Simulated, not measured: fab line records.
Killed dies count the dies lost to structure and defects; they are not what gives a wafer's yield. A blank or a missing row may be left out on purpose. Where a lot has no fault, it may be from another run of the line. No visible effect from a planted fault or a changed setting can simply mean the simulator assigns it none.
fab line records    flow n5_finfet
[record] lots = 5  wafers = 15  last_day = 16
route steps=1938 shown BEOL_M2@867 BEOL_M4@1111
lots with no fault: from the same line, run without faults
start_h: hours from the record's opening day to when the first of the lot's shown wafers began    wait_h: time in hours since the lot's previous step    " identical to the entry in the row above    L1.1+2: a single row standing in for several wafers    - no value, or no start given    * or withheld: withheld    < > ~ a bound
route shown NAME@n: a module of which the file shows steps, and the number in the route of the first    usual: mean/standard deviation taken from wafers without a fault    same: alike in all rows    chamber/n: place in a boat    sites: each site's reading    _std_site: the values' standard deviation    _edge_site: inner sites' mean taken away from outer sites' mean    radius_mm: for every site, how far away it sits from the centre of the wafer    mask NAME#n: copy n    behind: the most recent tool/chamber to have shaped the wafer    hold: what put the lot on hold/how long, in hours/how the hold closed    device: whichever transistor did not switch (one of n, p or np)    end of line: the route-end tests of the same wafers    for a step that has no rows: nothing shown but its recipe    killed: dies that structure and defects cost at the first sort, which is not the same as the wafer's yield    map: shows each die of a wafer: x if killed, . if not, _ if none is there
set.NAME: the setting the step ran with; set.NAME@STEP: the setting that earlier step ran with    model.NAME: the simulator's own value behind a step, which no gauge read
lots at selected steps of the route; one table per step, one row per wafer
services: a tool's chamber out of use, with start hour (start_h, from the record's first day; less than 0 if before it), hours out, and reason
[[steps]]
[step N5_BEOL_M2_COAT_67]
[recipe] resist = SOC  temp_c = 250  time_s = 60  spin_rpm = 1500  resist_thk_nm = 60
[step N5_BEOL_M2_COAT_68]
[recipe] resist = SiARC  temp_c = 220  time_s = 60  spin_rpm = 1500  resist_thk_nm = 12
[step N5_BEOL_M2_COAT_76]
[recipe] resist = underlayer  temp_c = 205  time_s = 60  spin_rpm = 1500  resist_thk_nm = 5
[step N5_BEOL_M2_COAT_22]
[recipe] resist = CAR-EUV  spin_rpm = 1500  resist_thk_nm = 30
[step N5_BEOL_M2_EBR_24]
[recipe] solvent = PGMEA  ebr_width_mm = 1.5
[step N5_BEOL_M2_SOFTBAKE_23]
[recipe] temp_c = 110  time_s = 60  resist = CAR-EUV
[step N5_BEOL_M2_EXPOSE_25]
[recipe] mask_id = V1  na = 0.33  source_shape = quasar  sigma_inner = 0.2  sigma_outer = 0.8  polarization = unpolarized  defocus_nm = 5  dose_mj = 63
[step N5_BEOL_M2_PEB_26]
[recipe] peb_temp_c = 100  peb_time_s = 60  resist = CAR-EUV
[step N5_BEOL_M2_DEVELOP_27]
[recipe] develop_time_s = 30  developer = TMAH  resist = CAR-EUV  rinse_liquid = surfactant_rinse  dry = air_spin  dev_temp_c = 23
[step N5_BEOL_M2_CD_MEAS_28]
[recipe] target_cd_nm = 26.2  landing_energy_ev = 500  detector = se_inlens  target_cd_y_nm = 24.1  polarity = opening
[usual] cd_nm = 26.16/0.23
lot.wafer  tool       chamber  start_h  wait_h  cd_nm
L977.2     cd_sem-02  0        190.28   -       26.12
L977.4     "          0        "        "       26.06
L977.5     "          0        "        "       26.14
L981.1     cd_sem-03  0        219.46   -       26.12
L981.4     "          0        "        "       26.35
L981.6     "          0        "        "       26.08
L985.1     cd_sem-01  0        245.38   -       26.23
L985.2     "          0        "        "       26.77
L985.3     "          0        "        "       26.34
L986.2     cd_sem-02  0        247.98   -       26.54
L986.3     "          0        "        "       26.13
L986.5     "          0        "        "       26.29
L987.4     cd_sem-03  0        255.62   -       26.09
L987.5     "          0        "        "       25.97
L987.6     "          0        "        "       26.20
[step N5_BEOL_M2_OVL_MEAS_29]
[recipe] points_per_wafer = 522
[usual] V1_OVL = -0.7/0.76
lot.wafer  tool        chamber  start_h  wait_h  V1_OVL[nm]
L977.2     overlay-01  0        190.31   0.0     -2.2
L977.4     "           0        "        "       -1.6
L977.5     "           0        "        "       -0.5
L981.1     overlay-02  0        219.49   0.0     -1.0
L981.4     "           0        "        "       0.0
L981.6     "           0        "        "       0.2
L985.1     overlay-02  0        245.41   0.0     -0.2
L985.2     "           0        "        "       1.0
L985.3     "           0        "        "       0.6
L986.2     overlay-01  0        248.02   0.0     -0.1
L986.3     "           0        "        "       0.7
L986.5     "           0        "        "       0.1
L987.4     overlay-01  0        255.67   0.0     -0.4
L987.5     "           0        "        "       -1.0
L987.6     "           0        "        "       -0.9
[step N5_BEOL_M2_INSPECT_30]
[recipe] mode = adi  inspect_instrument = brightfield
[usual] raw_defect_count = 425/98
lot.wafer  tool               chamber  start_h  wait_h  raw_defect_count
L977.2     defect_inspect-01  -        190.36   0.0     515
L977.4     "                  -        "        "       545
L977.5     "                  -        "        "       540
L981.1     defect_inspect-01  -        219.56   0.1     434
L981.4     "                  -        "        "       387
L981.6     "                  -        "        "       480
L985.1     defect_inspect-01  -        245.46   0.1     511
L985.2     "                  -        "        "       393
L985.3     "                  -        "        "       357
L986.2     defect_inspect-02  -        248.07   0.0     471
L986.3     "                  -        "        "       354
L986.5     "                  -        "        "       577
L987.4     defect_inspect-01  -        255.71   0.0     403
L987.5     "                  -        "        "       421
L987.6     "                  -        "        "       518
[step N5_BEOL_M2_DESCUM_33]
[recipe] chemistry = O2  time_s = 7  source_power_w = 50  bias_power_w = 20  pressure_mtorr = 20  rf_frequency_hz = 2.712e+07  temp_c = 40  resist = CAR-EUV  o2_flow_sccm = 225
[usual] chamber_pressure_mTorr = 19.999/0.019  drypump_motor_current_A = 5.8/0.45  oes_product_au = 0.79/0.079  rf_vpp_V = 243.6/1.4  showerhead_plenum_p_Torr = 2.11/0.082  throttle_valve_pct = 20.41/0.23
lot.wafer  tool         chamber  start_h  wait_h  chamber_pressure_mTorr  drypump_motor_current_A  oes_product_au  rf_hours_counter_h  rf_vpp_V  showerhead_plenum_p_Torr  throttle_valve_pct  model.CAR-EUV_of_BEOL_M2_COAT_22.thk_nm
L977.2     rie_diel-06  0        190.40   0.0     19.997                  5.7                      0.91            25                  243.2     2.05                      20.22               26.8
L977.4     "            2        "        "       19.981                  5.4                      0.73            177                 244.0     2.17                      20.83               26
L977.5     "            0        "        "       19.995                  5.7                      0.91            -                   242.2     2.05                      20.22               27
L981.1     rie_diel-02  1        219.60   0.0     20.018                  6.5                      0.70            237                 243.9     2.15                      20.52               26
L981.4     "            0        "        "       19.985                  5.5                      0.94            13                  245.4     2.23                      20.05               26
L981.6     "            1        "        "       19.970                  6.5                      0.70            -                   244.8     2.15                      20.52               26
L985.1     rie_diel-01  1        246.50   1.0     20.004                  5.6                      0.82            82                  244.1     2.19                      20.19               26
L985.2     "            0        "        "       19.997                  5.6                      0.71            208                 241.3     1.98                      20.63               26
L985.3     "            3        "        "       19.970                  6.2                      0.75            158                 243.7     2.18                      20.47               26
L986.2     rie_diel-01  3        248.31   0.2     20.007                  6.2                      0.73            160                 245.0     2.18                      20.45               26
L986.3     "            0        "        "       19.975                  5.6                      0.71            209                 242.5     1.98                      20.64               26
L986.5     "            0        "        "       20.016                  5.6                      0.71            -                   241.8     1.98                      20.63               26
L987.4     rie_diel-06  1        256.96   1.2     19.969                  5.0                      0.87            -                   242.5     2.03                      20.20               26.2
L987.5     "            2        "        "       19.986                  5.4                      0.72            -                   243.8     2.16                      20.86               26.2
L987.6     "            0        "        "       20.024                  5.7                      0.87            -                   243.7     2.04                      20.26               26.2
[step N5_BEOL_M2_ETCH_77]
[recipe] chemistry = N2/H2  target = underlayer  target_depth_a = 65  mask_material = CAR-EUV  time_s = 5.2  ion_energy_ev = 200  pressure_mtorr = 30  source_w = 840  bias_w = 150  n2_flow_sccm = 200  h2_flow_sccm = 200  ends = cleared
[usual] chamber_pressure_mTorr = 30.00/0.042  drypump_motor_current_A = 5.8/0.45  etch_rf_on_time_s = 5.16/0.071  oes_product_au = 0.67/0.065  rf_vpp_V = 525/3  showerhead_plenum_p_Torr = 2.57/0.098  throttle_valve_pct = 17.87/0.27
lot.wafer  tool         chamber  start_h  wait_h  chamber_pressure_mTorr  drypump_motor_current_A  etch_rf_on_time_s  oes_product_au  rf_hours_counter_h  rf_vpp_V  showerhead_plenum_p_Torr  throttle_valve_pct
L977.2     rie_diel-06  0        190.43   0.0     30.03                   5.7                      5.18               0.78            25                  525       2.49                      17.67
L977.4     "            2        "        "       29.96                   5.4                      5.17               0.62            177                 526       2.63                      18.22
L977.5     "            0        "        "       30.03                   5.7                      5.18               0.78            -                   525       2.49                      17.68
L981.1     rie_diel-02  1        219.63   0.0     30.03                   6.5                      5.19               0.59            237                 524       2.62                      18.07
L981.4     "            0        "        "       30.02                   5.5                      5.09               0.81            13                  531       2.71                      17.54
L981.6     "            1        "        "       29.95                   6.5                      5.16               0.60            -                   527       2.62                      18.05
L985.1     rie_diel-01  1        246.53   0.0     30.07                   5.6                      5.27               0.69            82                  529       2.68                      17.63
L985.2     "            0        "        "       30.03                   5.7                      5.34               0.61            208                 521       2.41                      18.13
L985.3     "            3        "        "       29.96                   6.2                      5.15               0.64            158                 527       2.65                      17.95
L986.2     rie_diel-01  3        248.34   0.0     29.97                   6.2                      5.15               0.63            160                 526       2.65                      17.93
L986.3     "            0        "        "       30.07                   5.6                      5.27               0.61            209                 518       2.41                      18.13
L986.5     "            0        "        "       30.05                   5.6                      5.31               0.61            -                   518       2.41                      18.12
L987.4     rie_diel-06  1        256.98   0.0     30.00                   5.0                      5.20               0.73            -                   524       2.47                      17.59
L987.5     "            2        "        "       30.06                   5.4                      5.09               0.61            -                   526       2.62                      18.30
L987.6     "            0        "        "       30.05                   5.7                      5.14               0.74            -                   523       2.48                      17.72
[step N5_BEOL_M2_ETCH_69]
[recipe] chemistry = CF4  target = SiARC  target_depth_a = 156  mask_material = CAR-EUV  time_s = 26  ion_energy_ev = 80  pressure_mtorr = 40  source_w = 545  bias_w = 36  Ar_flow_sccm = 100  cf4_flow_sccm = 100  ends = cleared
[usual] chamber_pressure_mTorr = 40.00/0.039  drypump_motor_current_A = 5.8/0.44  etch_rf_on_time_s = 25.8/0.36  mfc_ar_sccm = 100.0/0.31  oes_product_au = 0.67/0.066  rf_vpp_V = 184.2/1.3  showerhead_plenum_p_Torr = 2.16/0.076  throttle_valve_pct = 15.61/0.24
lot.wafer  tool         chamber  start_h  wait_h  chamber_pressure_mTorr  drypump_motor_current_A  etch_rf_on_time_s  mfc_ar_sccm  oes_product_au  rf_hours_counter_h  rf_vpp_V  showerhead_plenum_p_Torr  throttle_valve_pct
L977.2     rie_diel-06  0        190.45   0.0     40.03                   5.7                      25.8               99.7         0.77            25                  183.3     2.10                      15.35
L977.4     "            2        "        "       39.99                   5.4                      25.7               100.2        0.63            177                 186.1     2.21                      15.97
L977.5     "            0        "        "       40.04                   5.7                      25.8               99.9         0.78            -                   184.5     2.10                      15.36
L981.1     rie_diel-02  1        219.65   0.0     39.96                   6.5                      25.6               100.3        0.60            237                 184.4     2.19                      15.74
L981.4     "            0        "        "       39.96                   5.5                      25.3               100.3        0.80            13                  185.0     2.27                      15.20
L981.6     "            1        "        "       39.96                   6.5                      25.8               99.8         0.59            -                   184.3     2.19                      15.74
L985.1     rie_diel-01  1        246.55   0.0     39.95                   5.6                      26.2               99.9         0.69            82                  183.2     2.25                      15.46
L985.2     "            0        "        "       39.97                   5.7                      26.5               99.6         0.61            208                 181.3     2.04                      15.91
L985.3     "            3        "        "       39.98                   6.2                      25.9               100.3        0.64            158                 185.8     2.22                      15.66
L986.2     rie_diel-01  3        248.36   0.0     39.99                   6.2                      25.8               99.8         0.64            160                 184.7     2.22                      15.66
L986.3     "            0        "        "       40.05                   5.7                      26.2               100.2        0.61            209                 181.0     2.04                      15.91
L986.5     "            0        "        "       39.97                   5.7                      26.3               99.6         0.61            -                   183.7     2.04                      15.93
L987.4     rie_diel-06  1        257.02   0.0     40.07                   5.0                      26.1               100.1        0.73            -                   183.7     2.09                      15.43
L987.5     "            2        "        "       39.96                   5.4                      25.5               99.6         0.62            -                   185.3     2.20                      16.03
L987.6     "            0        "        "       40.00                   5.7                      25.5               100.3        0.74            -                   182.1     2.09                      15.42
[step N5_BEOL_M2_ALD_98]
[recipe] material = SiO2  target_thk_a = 25  temp_c = 100  ald_precursor_family = BDEAS  ald_co_reactant = O2-plasma  pulse_time_s = 1  co_reactant_pulse_time_s = 1  purge_time_s = 2  co_reactant_purge_time_s = 2  ald_cycles = 17  pressure_torr = 2
[usual] heater_power_w = 75/6.4  precursor_pulse_height_rel = 1.003/0.019
lot.wafer  tool        chamber  start_h  wait_h  heater_power_w  precursor_pulse_height_rel
L977.2     ald_sin-04  2        190.88   0.4     75              1.001
L977.4     "           3        "        "       66              1.016
L977.5     "           3        "        "       66              0.990
L981.1     ald_sin-04  2        219.73   0.1     75              1.024
L981.4     "           1        "        "       66              0.962
L981.6     "           0        "        "       77              1.009
L985.1     ald_sin-04  3        246.63   0.1     70              1.020
L985.2     "           0        "        "       75              0.969
L985.3     "           1        "        "       69              1.000
L986.2     ald_sin-01  0        248.44   0.1     73              0.984
L986.3     "           2        "        "       72              1.036
L986.5     "           1        "        "       69              1.005
L987.4     ald_sin-02  0        257.07   0.0     80              0.999
L987.5     "           1        "        "       72              0.990
L987.6     "           2        "        "       77              1.026
[step N5_BEOL_M2_ETCHBACK_99]
[recipe] chemistry = CHF3  target = SiO2  target_depth_a = 50  time_s = 10.4  source_w = 215  bias_w = 47  Ar_flow_sccm = 200  CHF3_flow_sccm = 12  ion_energy_ev = 100  pressure_mtorr = 30
[usual] chamber_pressure_mTorr = 30.001/0.026  drypump_motor_current_A = 5.8/0.44  mfc_ar_sccm = 200.0/0.68  oes_product_au = 0.79/0.078  rf_vpp_V = 240.0/2  showerhead_plenum_p_Torr = 2.17/0.08  throttle_valve_pct = 17.09/0.24
lot.wafer  tool         chamber  start_h  wait_h  chamber_pressure_mTorr  drypump_motor_current_A  mfc_ar_sccm  oes_product_au  rf_hours_counter_h  rf_vpp_V  showerhead_plenum_p_Torr  throttle_valve_pct  model.CAR-EUV_of_BEOL_M2_COAT_22.thk_nm
L977.2     rie_diel-06  2        191.85   0.9     29.981                  5.4                      198.4        0.73            178                 238.5     2.23                      17.42               11.2
L977.4     "            3        "        "       30.016                  6.4                      199.4        0.76            136                 238.6     2.15                      17.32               10.4
L977.5     "            1        "        "       29.999                  5.0                      200.0        0.90            -                   236.6     2.11                      16.88               11.2
L981.1     rie_diel-02  1        228.64   8.9     30.019                  6.5                      199.1        0.69            238                 238.4     2.20                      17.19               10.4
L981.4     "            2        "        "       30.030                  6.1                      199.9        0.76            130                 242.1     2.25                      16.97               10.4
L981.6     "            3        "        "       29.978                  5.9                      199.3        0.73            -                   241.5     2.07                      16.98               10.4
L985.1     rie_diel-06  2        253.29   6.6     29.958                  5.4                      200.3        0.72            200                 239.7     2.22                      17.46               10.4
L985.2     "            3        "        "       29.973                  6.4                      199.5        0.75            159                 239.5     2.15                      17.35               10.4
L985.3     "            0        "        "       29.993                  5.7                      199.3        0.87            49                  242.0     2.09                      16.87               10.4
L986.2     rie_diel-06  0        258.80   10.3    29.991                  5.7                      200.0        0.87            52                  239.5     2.09                      16.87               10.4
L986.3     "            1        "        "       30.015                  5.0                      200.4        0.86            46                  238.0     2.10                      16.93               10.4
L986.5     "            2        "        "       30.017                  5.4                      200.8        0.71            -                   238.5     2.22                      17.46               10.4
L987.4     rie_diel-06  2        261.92   4.8     29.993                  5.4                      199.6        0.72            206                 238.1     2.22                      17.48               10.6
L987.5     "            3        "        "       30.004                  6.4                      200.6        0.75            -                   239.9     2.15                      17.35               10.4
L987.6     "            2        "        "       29.990                  5.4                      200.5        0.73            -                   239.7     2.22                      17.47               10.4
[step N5_BEOL_M2_ETCH_70]
[recipe] chemistry = N2/H2  target = SOC  target_depth_a = 800  overetch_a = 240  mask_material = SiARC  temp_c = 40  time_s = 130  ion_energy_ev = 200  pressure_mtorr = 30  source_w = 840  bias_w = 150  n2_flow_sccm = 200  h2_flow_sccm = 200
[usual] chamber_pressure_mTorr = 30.00/0.03  drypump_motor_current_A = 5.8/0.44  oes_product_au = 0.58/0.055  rf_vpp_V = 524.6/2.8  showerhead_plenum_p_Torr = 2.57/0.099  throttle_valve_pct = 17.85/0.29
lot.wafer  tool         chamber  start_h  wait_h  chamber_pressure_mTorr  drypump_motor_current_A  oes_product_au  rf_hours_counter_h  rf_vpp_V  showerhead_plenum_p_Torr  throttle_valve_pct
L977.2     rie_diel-06  2        191.88   0.0     30.00                   5.5                      0.54            178                 526.2     2.63                      18.20
L977.4     "            3        "        "       29.98                   6.4                      0.57            136                 524.4     2.55                      18.23
L977.5     "            1        "        "       30.02                   5.0                      0.67            -                   521.3     2.48                      17.50
L981.1     rie_diel-02  1        228.68   0.0     30.04                   6.5                      0.51            238                 526.4     2.62                      18.04
L981.4     "            2        "        "       30.09                   6.1                      0.56            130                 526.6     2.66                      17.69
L981.6     "            3        "        "       30.02                   5.9                      0.54            -                   522.0     2.44                      17.63
L985.1     rie_diel-06  2        253.33   0.0     30.00                   5.4                      0.52            200                 527.4     2.62                      18.24
L985.2     "            3        "        "       30.00                   6.4                      0.54            159                 524.3     2.55                      18.29
L985.3     "            0        "        "       30.00                   5.7                      0.64            49                  522.8     2.48                      17.66
L986.2     rie_diel-06  0        258.84   0.0     30.02                   5.8                      0.63            53                  522.5     2.48                      17.65
L986.3     "            1        "        "       30.02                   5.0                      0.63            46                  522.9     2.47                      17.54
L986.5     "            2        "        "       30.02                   5.5                      0.53            -                   527.2     2.62                      18.26
L987.4     rie_diel-06  2        261.95   0.0     30.01                   5.5                      0.53            206                 526.2     2.62                      18.26
L987.5     "            3        "        "       30.05                   6.4                      0.56            -                   523.4     2.54                      18.27
L987.6     "            2        "        "       30.00                   5.5                      0.52            -                   527.1     2.62                      18.24
[step N5_BEOL_M4_RC_MEAS_101]
[usual] DIBL_N = 36.5/1.4  DIBL_P = 36.6/1.6  IOFF_N = 0.160/0.024  IOFF_P = 0.217/0.029  ION_N = 674/8.7  ION_P = 464/6.5  SS_N = 71.6/0.47  SS_P = 73.4/0.57  VT_N = 250.0/2.5  VT_P = -250/3.1
lot.wafer  tool       chamber  start_h  wait_h  DIBL_N[mV/V]  DIBL_P[mV/V]  IOFF_N[nA/um]  IOFF_P[nA/um]  ION_N[uA/um]  ION_P[uA/um]  SS_N[mV/dec]  SS_P[mV/dec]  VT_N[mV]  VT_P[mV]
L977.2     prober-02  0        219.06   0.4     39.5          38.6          0.216          0.269          679           464           71.9          73.7          244.3     -250
L977.4     "          0        "        "       36.6          35.3          0.162          0.207          665           462           70.9          73.2          249.6     -250
L977.5     "          0        "        "       36.9          36.0          0.169          0.230          689           473           71.2          73.5          247.6     -250
L981.1     prober-02  0        260.27   0.0     37.5          37.1          0.164          0.228          676           468           72.0          73.8          251.5     -248
L981.4     "          0        "        "       35.9          36.0          0.144          0.210          671           462           72.1          72.0          252.7     -250
L981.6     "          0        "        "       37.0          37.2          0.159          0.241          671           463           71.9          73.0          250.1     -247
L985.1     prober-01  0        277.95   0.0     34.6          36.7          0.141          0.195          666           460           71.8          72.6          252.7     -252
L985.2     "          0        "        "       34.3          35.8          0.130          0.185          659           456           71.4          73.3          254.4     -252
L985.3     "          0        "        "       33.7          35.7          0.128          0.182          660           456           71.2          72.3          254.5     -254
L986.2     prober-02  0        289.12   0.2     34.8          35.7          0.137          0.188          669           462           71.1          73.2          250.9     -255
L986.3     "          0        "        "       36.4          36.4          0.147          0.208          666           460           72.1          73.9          252.5     -251
L986.5     "          0        "        "       35.2          36.0          0.134          0.193          658           458           71.9          73.4          254.7     -251
L987.4     prober-01  0        294.96   0.5     40.2          40.2          0.245          0.299          693           473           72.9          73.9          247.0     -244
L987.5     "          0        "        "       37.1          36.3          0.162          0.221          674           467           71.8          73.0          251.0     -250
L987.6     "          0        "        "       36.4          36.4          0.159          0.221          679           467           71.3          73.8          249.7     -247
[[services]]
tool         chamber  start_h  hours  kind
rie_diel-02  0        168.03   -      clean
rie_diel-02  0        168.03   -      consumable_replace:focus_ring
rie_diel-02  0        168.03   -      consumable_replace:showerhead
rie_diel-02  0        168.03   16.3   scheduled_down
rie_diel-02  0        168.03   16.3   vent_cycle
ald_sin-02   -        178.08   14.0   pm
ald_sin-02   0        178.08   14.0   vent_cycle
ald_sin-02   1        178.08   14.0   vent_cycle
ald_sin-02   2        178.08   14.0   vent_cycle
ald_sin-02   3        178.08   14.0   vent_cycle
rie_diel-01  2        185.30   17.7   repair
ald_sin-02   0        192.08   -      clean
ald_sin-02   1        192.08   -      clean
ald_sin-02   2        192.08   -      clean
ald_sin-02   3        192.08   -      clean
rie_diel-02  1        195.81   5.5    repair
ald_sin-01   1        197.73   12.1   repair
rie_diel-02  3        198.03   6.0    repair
rie_diel-01  2        231.57   -      clean
rie_diel-01  2        231.57   -      consumable_replace:focus_ring
rie_diel-01  2        231.57   32.8   scheduled_down
rie_diel-01  2        231.57   32.8   vent_cycle
rie_diel-02  -        241.53   15.6   pm
ald_sin-01   3        252.37   7.6    repair
[[key]]
first_sign none at tools or gauges
[model_effect] step = N5_BEOL_M2_DESCUM_33  value = CAR-EUV_of_BEOL_M2_COAT_22.thk_nm  without = 26.2  struck = 26.9
[model_effect] step = N5_BEOL_M2_ETCHBACK_99  value = CAR-EUV_of_BEOL_M2_COAT_22.thk_nm  without = 10.4  struck = 11.2
met_at N5_BEOL_M2_DESCUM_33
struck_wafers L977.2,L977.5
[fault] kind = process_parameter_drift  tool = rie_diel-06  chamber = 0  onset_h = 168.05  steps = N5_BEOL_M2_DESCUM_33  channel = time_s  offset = *  shape = step  end_h = 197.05  acts_in = *  stated = *
